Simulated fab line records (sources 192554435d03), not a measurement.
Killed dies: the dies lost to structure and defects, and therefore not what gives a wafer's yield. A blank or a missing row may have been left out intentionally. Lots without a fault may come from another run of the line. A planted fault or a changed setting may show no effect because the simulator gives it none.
fab line records + flow n5Finfet
[record]
- lots = 10
- wafers = 29
- lastDay = 18
route steps=1938 shown STI_FIN_REVEAL@200 BEOL_M4@1094 PASSIVATION@1936
lots with no fault: from the same line, run without faults
startH: hours from the record's opening day to when the first of the lot's shown wafers began + waitH: time in hours since the lot's previous step + " as in the row above + L1.1+2: a single row standing in for several wafers + - no value, or no start was given + * or withheld: withheld + < > ~ a bound
route shown NAME@n: a module of which the file shows steps, and the number in the route of the first + usual: mean and standard deviation over wafers with no fault + same: alike in all rows + chamber/n: place in a boat + sites: the reading at each site + _std_site: standard deviation across them + _edge_site: outer sites' mean less inner sites' + radiusMm: for every site, how far away it sits from the centre of the wafer + mask NAME#n: copy n + behind: the tool/chamber that last shaped the wafer + hold: reason for holding the lot/hours on hold/outcome of the hold + device: the transistor (n, p or np) that didn't switch + end of line: the tests these same wafers got at the end of their route + for a step that has no rows: nothing shown but its recipe + killed: count of dies lost to structure and defects at first sort (not the wafer's yield) + map: shows each die of a wafer: x if killed, . if not, _ if none is there
set.NAME: the setting that was run; set.NAME@STEP: the one run at that earlier step + model.NAME: the simulator's own value behind a step, which no gauge read
a sample of lots followed through the steps of the route, with each step as a table and each wafer as a row
services: the hour from which a tool's chamber was out of use, counted from the record's first day as startH (under 0 if before that day), plus the number of hours and why
[[steps]]
[step N5_STI_FIN_REVEAL_OXIDATION_31]
[recipe]
- chemistry = O2_PLASMA_REMOTE
- tempC = 150
- timeS = 20
- pressureMtorr = 1000
- sourcePowerW = 2000
- o2FlowSccm = 3000
[usual]
- chamberPressureMTorr = 1000.1/1.4
- drypumpMotorCurrentA = 5.9/0.31
- heaterPowerW = 149/14
- tempC = 150.01/0.15
| lot.wafer | tool           | chamber | startH | waitH | chamberPressureMTorr | drypumpMotorCurrentA | heaterPowerW | rfHoursCounterH | tempC  |
|-----------|----------------|---------|--------|-------|----------------------|----------------------|--------------|-----------------|--------|
| L354.1    | plasmaAsher-02 | 1       | 36.79  | 0.0   | 1000.8               | 5.8                  | 135          | 79              | 149.87 |
| L354.3    | "              | 1       | "      | "     | 1000.5               | 5.8                  | 131          | -               | 149.84 |
| L354.6    | "              | 1       | "      | "     | 1000.7               | 5.8                  | 135          | -               | 149.99 |
| L355.1    | plasmaAsher-02 | 1       | 45.36  | 0.0   | 998.7                | 5.8                  | 130          | 80              | 149.72 |
| L355.3    | "              | 0       | "      | "     | 998.3                | 6.3                  | 154          | -               | 149.68 |
| L355.4    | "              | 1       | "      | "     | 999.1                | 5.8                  | 130          | -               | 150.19 |
| L356.1    | plasmaAsher-01 | 0       | 53.50  | 0.0   | 1000.3               | 6.0                  | 171          | 31              | 150.12 |
| L356.3    | "              | 1       | "      | "     | 999.8                | 5.4                  | 145          | -               | 149.88 |
| L356.6    | "              | 1       | "      | "     | 1000.3               | 5.4                  | 143          | -               | 149.87 |
| L357.1    | plasmaAsher-01 | 1       | 55.18  | 0.0   | 1001.3               | 5.4                  | 144          | 32              | 150.03 |
| L357.3    | "              | 0       | "      | "     | 1000.2               | 6.0                  | 171          | -               | 150.23 |
| L357.6    | "              | 1       | "      | "     | 1000.3               | 5.4                  | 144          | -               | 150.09 |
| L361.1    | plasmaAsher-01 | 1       | 78.06  | 0.0   | 999.5                | 5.4                  | 145          | 37              | 149.92 |
| L361.4    | "              | 1       | "      | "     | 1001.5               | 5.4                  | 139          | -               | 150.04 |
| L361.5    | "              | 0       | "      | "     | 1000.1               | 6.0                  | 172          | -               | 149.71 |
| L366.1    | plasmaAsher-01 | 1       | 111.13 | 0.2   | 999.9                | 5.4                  | 143          | 44              | 149.93 |
| L366.3    | "              | 0       | "      | "     | 998.1                | 5.9                  | 173          | -               | 149.77 |
| L366.4    | "              | 1       | "      | "     | 1000.5               | 5.4                  | 140          | -               | 149.95 |
| L368.1    | plasmaAsher-01 | 1       | 120.81 | 0.0   | 1000.0               | 5.5                  | 146          | 45              | 150.34 |
| L368.4    | "              | 0       | "      | "     | 1000.3               | 6.0                  | 176          | -               | 150.00 |
| L368.5    | "              | 1       | "      | "     | 1002.1               | 5.4                  | 145          | -               | 150.22 |
| L370.1    | plasmaAsher-02 | 1       | 137.23 | 0.0   | 1000.4               | 5.8                  | 133          | 98              | 150.13 |
| L370.3    | "              | 1       | "      | "     | 1000.3               | 5.8                  | 134          | -               | 150.21 |
| L370.5    | "              | 0       | "      | "     | 999.3                | 6.3                  | 156          | -               | 150.19 |
| L374.1    | plasmaAsher-02 | 0       | 157.86 | 0.0   | 1001.0               | 6.3                  | 157          | 102             | 149.84 |
| L374.5    | "              | 0       | "      | "     | 1000.4               | 6.3                  | 157          | -               | 149.96 |
| L374.6    | "              | 1       | "      | "     | 1000.9               | 5.8                  | 131          | -               | 149.85 |
| L376.5    | plasmaAsher-02 | 0       | 173.90 | 0.1   | 998.9                | 6.3                  | 155          | -               | 150.03 |
| L376.6    | "              | 1       | "      | "     | 1002.5               | 5.8                  | 133          | -               | 150.02 |
[step N5_BEOL_M4_SPUTTER_90]
[recipe]
- material = Cu
- targetThkA = 45
- tempC = -20
- chamberPressurePa = 0.07
- powerW = withheld
- timeS = 8.29
[usual]
- throttleValvePct = 30.4/1.4
| lot.wafer | tool          | chamber | startH | waitH | throttleValvePct |
|-----------|---------------|---------|--------|-------|------------------|
| L354.1    | pvdSputter-03 | -       | 163.88 | 0.1   | 28.7             |
| L354.3    | "             | -       | "      | "     | 28.6             |
| L354.6    | "             | -       | "      | "     | 29.1             |
| L355.1    | pvdSputter-01 | -       | 178.73 | 0.1   | 28.5             |
| L355.3    | "             | -       | "      | "     | 30.2             |
| L355.4    | "             | -       | "      | "     | 31.5             |
| L356.1    | pvdSputter-03 | -       | 192.37 | 0.1   | 32.2             |
| L356.3    | "             | -       | "      | "     | 28.7             |
| L356.6    | "             | -       | "      | "     | 29.1             |
| L357.1    | pvdSputter-01 | -       | 193.42 | 0.1   | 31.3             |
| L357.3    | "             | -       | "      | "     | 28.6             |
| L357.6    | "             | -       | "      | "     | 31.8             |
| L361.1    | pvdSputter-02 | -       | 215.00 | 0.1   | 30.9             |
| L361.4    | "             | -       | "      | "     | 29.4             |
| L361.5    | "             | -       | "      | "     | 30.7             |
| L366.1    | pvdSputter-01 | -       | 251.02 | 0.1   | 28.1             |
| L366.3    | "             | -       | "      | "     | 31.2             |
| L366.4    | "             | -       | "      | "     | 31.8             |
| L368.1    | pvdSputter-03 | -       | 265.88 | 0.1   | 29.0             |
| L368.4    | "             | -       | "      | "     | 28.5             |
| L368.5    | "             | -       | "      | "     | 31.6             |
| L370.1    | pvdSputter-03 | -       | 275.96 | 0.1   | 28.7             |
| L370.3    | "             | -       | "      | "     | 31.5             |
| L370.5    | "             | -       | "      | "     | 28.8             |
| L374.1    | pvdSputter-02 | -       | 301.84 | 0.1   | 29.9             |
| L374.5    | "             | -       | "      | "     | 30.6             |
| L374.6    | "             | -       | "      | "     | 29.0             |
| L376.5    | pvdSputter-03 | -       | 309.82 | 0.0   | 31.7             |
| L376.6    | "             | -       | "      | "     | 29.0             |
[step N5_BEOL_M4_ANNEAL_95]
[recipe]
- tempC = 400
- timeS = 240
- ambient = vacuum
[usual]
- heaterPowerW = 826/100
| lot.wafer | tool          | chamber | startH | waitH | heaterPowerW |
|-----------|---------------|---------|--------|-------|--------------|
| L354.1    | pvdSputter-03 | -       | 164.40 | 0.0   | 982          |
| L354.3    | "             | -       | "      | "     | 730          |
| L354.6    | "             | -       | "      | "     | 947          |
| L355.1    | pvdSputter-01 | -       | 179.25 | 0.0   | 740          |
| L355.3    | "             | -       | "      | "     | 787          |
| L355.4    | "             | -       | "      | "     | 940          |
| L356.1    | pvdSputter-03 | -       | 192.89 | 0.0   | 872          |
| L356.3    | "             | -       | "      | "     | 745          |
| L356.6    | "             | -       | "      | "     | 967          |
| L357.1    | pvdSputter-01 | -       | 193.94 | 0.0   | 954          |
| L357.3    | "             | -       | "      | "     | 746          |
| L357.6    | "             | -       | "      | "     | 812          |
| L361.1    | pvdSputter-02 | -       | 215.52 | 0.0   | 1084         |
| L361.4    | "             | -       | "      | "     | 766          |
| L361.5    | "             | -       | "      | "     | 1079         |
| L366.1    | pvdSputter-01 | -       | 251.54 | 0.0   | 756          |
| L366.3    | "             | -       | "      | "     | 939          |
| L366.4    | "             | -       | "      | "     | 811          |
| L368.1    | pvdSputter-03 | -       | 266.40 | 0.0   | 942          |
| L368.4    | "             | -       | "      | "     | 766          |
| L368.5    | "             | -       | "      | "     | 693          |
| L370.1    | pvdSputter-03 | -       | 276.48 | 0.0   | 755          |
| L370.3    | "             | -       | "      | "     | 709          |
| L370.5    | "             | -       | "      | "     | 961          |
| L374.1    | pvdSputter-02 | -       | 302.36 | 0.0   | 787          |
| L374.5    | "             | -       | "      | "     | 1092         |
| L374.6    | "             | -       | "      | "     | 741          |
| L376.5    | pvdSputter-03 | -       | 310.37 | 0.1   | 684          |
| L376.6    | "             | -       | "      | "     | 979          |
[step N5_BEOL_M4_SPUTTER_96]
[recipe]
- material = Cu
- targetThkA = 45
- tempC = -20
- chamberPressurePa = 0.07
- powerW = withheld
- timeS = 8.29
[usual]
- throttleValvePct = 30.4/1.4
| lot.wafer | tool          | chamber | startH | waitH | throttleValvePct |
|-----------|---------------|---------|--------|-------|------------------|
| L354.1    | pvdSputter-03 | -       | 164.54 | 0.1   | 28.8             |
| L354.3    | "             | -       | "      | "     | 28.6             |
| L354.6    | "             | -       | "      | "     | 28.9             |
| L355.1    | pvdSputter-01 | -       | 179.39 | 0.1   | 28.4             |
| L355.3    | "             | -       | "      | "     | 30.4             |
| L355.4    | "             | -       | "      | "     | 31.4             |
| L356.1    | pvdSputter-03 | -       | 193.03 | 0.1   | 32.1             |
| L356.3    | "             | -       | "      | "     | 28.4             |
| L356.6    | "             | -       | "      | "     | 28.8             |
| L357.1    | pvdSputter-01 | -       | 194.08 | 0.1   | 31.2             |
| L357.3    | "             | -       | "      | "     | 28.2             |
| L357.6    | "             | -       | "      | "     | 31.9             |
| L361.1    | pvdSputter-02 | -       | 215.66 | 0.1   | 30.6             |
| L361.4    | "             | -       | "      | "     | 29.2             |
| L361.5    | "             | -       | "      | "     | 30.7             |
| L366.1    | pvdSputter-01 | -       | 251.68 | 0.1   | 28.4             |
| L366.3    | "             | -       | "      | "     | 31.3             |
| L366.4    | "             | -       | "      | "     | 31.9             |
| L368.1    | pvdSputter-03 | -       | 266.54 | 0.1   | 29.1             |
| L368.4    | "             | -       | "      | "     | 28.7             |
| L368.5    | "             | -       | "      | "     | 31.6             |
| L370.1    | pvdSputter-03 | -       | 276.62 | 0.1   | 28.6             |
| L370.3    | "             | -       | "      | "     | 31.7             |
| L370.5    | "             | -       | "      | "     | 28.7             |
| L374.1    | pvdSputter-02 | -       | 302.50 | 0.1   | 30.0             |
| L374.5    | "             | -       | "      | "     | 30.6             |
| L374.6    | "             | -       | "      | "     | 29.0             |
| L376.5    | pvdSputter-03 | -       | 310.48 | 0.0   | 31.5             |
| L376.6    | "             | -       | "      | "     | 28.7             |
[step N5_BEOL_M4_RC_MEAS_101]
[usual]
- DIBL_N = 35.7/1.5
- DIBL_P = 35.7/2
- IOFF_N = 0.155/0.026
- IOFF_N_LIN = 0.072/0.0099
- IOFF_N_LONG = 5.53e-05/2.5e-06
- IOFF_P = 0.20/0.031
- IOFF_P_LIN = 0.096/0.012
- ION_N = 675/11
- ION_P = 462/7.1
- SS_N = 71.3/0.57
- SS_P = 73.1/0.56
- VT_N = 250/3
- VT_P = -251/3
| lot.wafer | tool      | chamber | startH | waitH | DIBL_N[mV/V] | DIBL_P[mV/V] | IOFF_N[nA/um] | IOFF_N_LIN[nA/um] | IOFF_N_LONG[nA/um] | IOFF_P[nA/um] | IOFF_P_LIN[nA/um] | ION_N[uA/um] | ION_P[uA/um] | SS_N[mV/dec] | SS_P[mV/dec] | VT_N[mV] | VT_P[mV] |
|-----------|-----------|---------|--------|-------|--------------|--------------|---------------|-------------------|--------------------|---------------|-------------------|--------------|--------------|--------------|--------------|----------|----------|
| L354.1    | prober-02 | 0       | 175.87 | 0.0   | 36.7         | 36.3         | 0.153         | 0.068             | 5.24e-05           | 0.21          | 0.097             | 667          | 459          | 71.6         | 72.7         | 251      | -252     |
| L354.3    | "         | 0       | "      | "     | 37.2         | 36.8         | 0.171         | 0.075             | 5.31e-05           | 0.23          | 0.103             | 673          | 459          | 71.7         | 73.6         | 250      | -249     |
| L354.6    | "         | 0       | "      | "     | 35.3         | 34.4         | 0.142         | 0.065             | 5.3e-05            | 0.18          | 0.088             | 666          | 461          | 71.2         | 72.6         | 252      | -251     |
| L355.1    | prober-01 | 0       | 185.28 | 0.0   | 37.9         | 38.4         | 0.208         | 0.092             | 5.77e-05           | 0.24          | 0.111             | 696          | 472          | 72.1         | 73.4         | 245      | -247     |
| L355.3    | "         | 0       | "      | "     | 37.5         | 37.2         | 0.182         | 0.081             | 5.63e-05           | 0.23          | 0.107             | 671          | 461          | 71.8         | 73.3         | 247      | -248     |
| L355.4    | "         | 0       | "      | "     | 35.9         | 36.3         | 0.166         | 0.078             | 5.61e-05           | 0.22          | 0.105             | 688          | 474          | 70.9         | 73.4         | 247      | -249     |
| L356.1    | prober-02 | 0       | 194.13 | 0.0   | 34.0         | 33.8         | 0.141         | 0.070             | 5.81e-05           | 0.19          | 0.097             | 683          | 462          | 71.2         | 72.1         | 250      | -250     |
| L356.3    | "         | 0       | "      | "     | 36.0         | 37.2         | 0.186         | 0.085             | 5.73e-05           | 0.26          | 0.121             | 685          | 468          | 71.9         | 73.3         | 245      | -246     |
| L356.6    | "         | 0       | "      | "     | 33.7         | 33.5         | 0.142         | 0.070             | 5.87e-05           | 0.19          | 0.095             | 678          | 465          | 70.4         | 72.3         | 249      | -250     |
| L357.1    | prober-01 | 0       | 195.18 | 0.0   | 33.4         | 31.3         | 0.106         | 0.053             | 5.4e-05            | 0.17          | 0.086             | 662          | 458          | 70.5         | 72.4         | 255      | -253     |
| L357.3    | "         | 0       | "      | "     | 34.5         | 33.0         | 0.128         | 0.062             | 5.51e-05           | 0.19          | 0.092             | 681          | 469          | 71.2         | 73.6         | 252      | -251     |
| L357.6    | "         | 0       | "      | "     | 38.2         | 37.4         | 0.184         | 0.083             | 5.43e-05           | 0.25          | 0.111             | 683          | 470          | 72.4         | 74.7         | 248      | -248     |
| L361.1    | prober-01 | 0       | 217.48 | 0.7   | 34.3         | 34.2         | 0.123         | 0.060             | 5.41e-05           | 0.16          | 0.081             | 676          | 456          | 71.0         | 73.0         | 253      | -253     |
| L361.4    | "         | 0       | "      | "     | 31.8         | 31.0         | 0.089         | 0.046             | 5.33e-05           | 0.13          | 0.069             | 667          | 460          | 70.7         | 72.3         | 259      | -258     |
| L361.5    | "         | 0       | "      | "     | 32.5         | 31.7         | 0.099         | 0.051             | 5.38e-05           | 0.13          | 0.071             | 658          | 453          | 70.8         | 71.9         | 257      | -258     |
| L366.1    | prober-01 | 0       | 252.89 | 0.0   | 37.7         | 39.0         | 0.244         | 0.117             | 7.07e-05           | 0.30          | 0.144             | 711          | 488          | 72.2         | 74.5         | 240      | -244     |
| L366.3    | "         | 0       | "      | "     | 34.8         | 35.0         | 0.153         | 0.075             | 6.21e-05           | 0.21          | 0.102             | 682          | 471          | 70.9         | 73.1         | 249      | -248     |
| L366.4    | "         | 0       | "      | "     | 37.2         | 38.1         | 0.215         | 0.104             | 6.87e-05           | 0.27          | 0.129             | 696          | 479          | 71.2         | 74.1         | 243      | -246     |
| L368.1    | prober-02 | 0       | 267.64 | 0.0   | 37.2         | 38.8         | 0.201         | 0.100             | 6.28e-05           | 0.24          | 0.118             | 698          | 470          | 71.2         | 73.6         | 243      | -247     |
| L368.4    | "         | 0       | "      | "     | 35.6         | 35.3         | 0.153         | 0.073             | 5.72e-05           | 0.18          | 0.091             | 667          | 459          | 70.9         | 73.2         | 250      | -250     |
| L368.5    | "         | 0       | "      | "     | 37.6         | 39.3         | 0.205         | 0.101             | 6.13e-05           | 0.26          | 0.126             | 694          | 474          | 70.8         | 74.4         | 244      | -249     |
| L370.1    | prober-01 | 0       | 277.73 | 0.0   | 36.7         | 36.3         | 0.157         | 0.075             | 5.78e-05           | 0.21          | 0.101             | 682          | 472          | 72.4         | 72.9         | 248      | -248     |
| L370.3    | "         | 0       | "      | "     | 37.4         | 37.0         | 0.171         | 0.079             | 5.75e-05           | 0.23          | 0.106             | 683          | 469          | 72.5         | 73.6         | 248      | -247     |
| L370.5    | "         | 0       | "      | "     | 37.1         | 36.7         | 0.169         | 0.078             | 5.58e-05           | 0.23          | 0.109             | 677          | 467          | 71.9         | 73.5         | 246      | -247     |
| L374.1    | prober-01 | 0       | 305.37 | 0.0   | 34.4         | 34.9         | 0.137         | 0.067             | 5.39e-05           | 0.18          | 0.090             | 666          | 456          | 71.0         | 72.7         | 251      | -253     |
| L374.5    | "         | 0       | "      | "     | 33.9         | 34.4         | 0.128         | 0.063             | 5.39e-05           | 0.18          | 0.087             | 659          | 456          | 71.1         | 72.4         | 252      | -255     |
| L374.6    | "         | 0       | "      | "     | 36.7         | 37.3         | 0.166         | 0.076             | 5.33e-05           | 0.21          | 0.099             | 675          | 459          | 71.2         | 73.2         | 250      | -253     |
| L376.5    | prober-01 | 0       | 312.16 | 0.6   | 36.4         | 38.0         | 0.163         | 0.075             | 5.56e-05           | 0.20          | 0.094             | 666          | 459          | 71.1         | 73.1         | 246      | -252     |
| L376.6    | "         | 0       | "      | "     | 37.0         | 39.4         | 0.172         | 0.080             | 5.43e-05           | 0.22          | 0.098             | 676          | 464          | 71.1         | 73.1         | 249      | -251     |
[step N5_PASSIVATION_PROBE_49]
[usual]
- defectLimitedYield = 91.4/1.5
- killed_at_M0_to_M3 = 34/10
- killed_at_M4_up = 15/6
- killedAtContacts = 12/6
- killedAtFrontEnd = 37/11
- killedAtOther = 3.3/2.8
- killedDies = 101/18
- killedOpen = 66/14
- killedShort = 33/7.8
- sort_bin_5_function = 5.0/0.97
- sort_bin_6_memory = 3.2/0.72
- sortNPass = 1079/18
- sortYieldPct = 91.4/1.5
[same]
- grossDies = 1180
- killedAtBackSide = 0
- sort_bin_4_leakage[%] = 0
- sort_bin_8_speed[%] = 0
| lot.wafer | tool      | chamber | startH | waitH | defectLimitedYield[%] | killed_at_M0_to_M3 | killed_at_M4_up | killedAtContacts | killedAtFrontEnd | killedAtOther | killedDies | killedOpen | killedShort | sort_bin_5_function[%] | sort_bin_6_memory[%] | sortNPass | sortYieldPct[%] |
|-----------|-----------|---------|--------|-------|-----------------------|--------------------|-----------------|------------------|------------------|---------------|------------|------------|-------------|------------------------|----------------------|-----------|-----------------|
| L361.1    | prober-02 | -       | 330.86 | 0.0   | 91.4                  | 27                 | 23              | 16               | 35               | 1             | 102        | 76         | 23          | 4.6                    | 3.9                  | 1078      | 91.4            |
| L361.4    | prober-02 | -       | 331.01 | 0.2   | 92.2                  | 32                 | 13              | 18               | 24               | 5             | 92         | 71         | 20          | 4.4                    | 3.1                  | 1088      | 92.2            |
| L361.5    | prober-02 | -       | 331.06 | 0.2   | 92.5                  | 33                 | 12              | 18               | 25               | 1             | 89         | 66         | 22          | 4.5                    | 2.7                  | 1091      | 92.5            |
// killed by level:class
L361.1 MOL_CONTACT_COAG:geometricParticle:open=15 DUMMY_GATE:geometricParticle:open=10 BEOL_M4:geometricParticle:open=10 GATE_CUT:geometricParticle:short=5 BEOL_M0_SAQP:geometricParticle:short=5 BEOL_M2:geometricParticle:open=5 FIN_SAQP:geometricParticle:open=4 BEOL_M0_SAQP:geometricParticle:open=4
L361.4 MOL_CONTACT_COAG:geometricParticle:open=16 BEOL_M1:geometricParticle:open=7 BEOL_M2:geometricParticle:open=7 STI_FIN_REVEAL:geometricParticle:open=6 BEOL_M0_SAQP:geometricParticle:short=6 BEOL_M4:geometricParticle:open=6 FIN_SAQP:geometricParticle:open=5 BEOL_M0_SAQP:geometricParticle:open=5
L361.5 MOL_CONTACT_COAG:geometricParticle:open=16 BEOL_M1:geometricParticle:open=8 BEOL_M0_SAQP:geometricParticle:open=7 BEOL_M4:geometricParticle:open=5 BEOL_M3:geometricParticle:open=5 GATE_CUT:geometricParticle:open=4 GATE_CUT:geometricParticle:short=4 BEOL_M0_SAQP:geometricParticle:short=4
[[services]]
| tool           | chamber | startH | hours | kind   |
|----------------|---------|--------|-------|--------|
| pvdSputter-01  | -       | 82.06  | 1.2   | repair |
| pvdSputter-03  | -       | 144.93 | 4.2   | repair |
| pvdSputter-03  | -       | 178.36 | 1.0   | repair |
| plasmaAsher-01 | -       | 197.93 | 1.5   | repair |
| plasmaAsher-01 | -       | 253.06 | 1.2   | repair |
[[key]]
[firstSign]
- step = N5_BEOL_M4_RC_MEAS_101
- reading = IOFF_N_LONG
- direction = up
- sigmas = 4.2
- usual = 5.53e-05
- struck = 6.59e-05
[effect]
- step = N5_BEOL_M4_RC_MEAS_101
- reading = IOFF_N_LIN
- direction = up
- sigmas = 3.3
- usual = 0.072
- struck = 0.105
[effect]
- step = N5_BEOL_M4_RC_MEAS_101
- reading = IOFF_P_LIN
- direction = up
- sigmas = 2.9
- usual = 0.096
- struck = 0.129
[effect]
- step = N5_BEOL_M4_RC_MEAS_101
- reading = IOFF_N
- direction = up
- sigmas = 2.4
- usual = 0.155
- struck = 0.216
[effect]
- step = N5_BEOL_M4_RC_MEAS_101
- reading = VT_N
- direction = down
- sigmas = 2.3
- usual = 250
- struck = 243
[effect]
- step = N5_BEOL_M4_RC_MEAS_101
- reading = ION_N
- direction = up
- sigmas = 2.3
- usual = 675
- struck = 700
[effect]
- step = N5_BEOL_M4_RC_MEAS_101
- reading = ION_P
- direction = up
- sigmas = 2.2
- usual = 462
- struck = 478
[effect]
- step = N5_BEOL_M4_RC_MEAS_101
- reading = IOFF_P
- direction = up
- sigmas = 2.1
- usual = 0.20
- struck = 0.26
- wafersMoved = 1
[effect]
- step = N5_BEOL_M4_RC_MEAS_101
- reading = SS_P
- direction = up
- sigmas = 2
- usual = 73.1
- struck = 74.2
metAt N5_STI_FIN_REVEAL_OXIDATION_31
struckLots L366,L368
struckWafers L366.1,L366.4,L368.1,L368.5
notActingAt N5_BEOL_M4_SPUTTER_90,N5_BEOL_M4_ANNEAL_95,N5_BEOL_M4_SPUTTER_96
onsetBetween 78.06 111.13
[fault]
- kind = processParameterDrift
- tool = plasmaAsher-01
- chamber = 1
- onsetH = 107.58
- steps = N5_STI_FIN_REVEAL_OXIDATION_31
- channel = timeS
- offset = *
- shape = step
- actsIn = *
- stated = *
